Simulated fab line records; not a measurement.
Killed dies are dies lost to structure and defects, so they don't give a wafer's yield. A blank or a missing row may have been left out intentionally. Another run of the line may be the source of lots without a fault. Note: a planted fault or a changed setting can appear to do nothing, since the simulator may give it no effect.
Chamber matching ; flow n5 finfet ; 4 sister chambers for N5_HKMG_FIN_ETCH_86 on rie diel-04
The step etches SOC in N2/H2, stops on TiN, target depth 393.2 nm. 4 wafers are shown with their chamber, then 7 later ones without.

== WAFERS WITH THEIR CHAMBER ==
wafer;chamber;showerhead plenum p Torr (Torr)
L089.4;1;2.42
L089.5;2;2.50
L091.2;0;2.52
L091.4;3;2.55

== WAFERS WHOSE CHAMBER IS MISSING ==
wafer;showerhead plenum p Torr (Torr)
L091.5;2.52
L092.1;2.50
L092.2;2.42
L092.3;2.52
L095.3;2.42
L095.4;2.49
L095.5;2.52

== THE CHAMBER EACH PASSED THROUGH ==
wafer;from the rows above;in truth
L091.5;0;0
L092.1;2;2
L092.2;1;1
L092.3;0;0
L095.3;1;1
L095.4;2;2
L095.5;0;0
Correct placement for 7 of the 7. Left unplaced by these rows: 0. Wrongly placed: 0.
How it was worked out, from the rows above alone: a wafer's distance from a chamber is the root of the sum, over the readings, of the square of ((its reading less the chamber's mean) divided by the reading's scatter). If the next closest chamber is less than 2 further off than the closest, the wafer can't be placed; otherwise it belongs to the closest. A chamber's mean is the mean of its shown wafers. The scatter: with one shown wafer a chamber, the root of the mean of the squares of how far each hidden wafer lies from its nearest shown one.
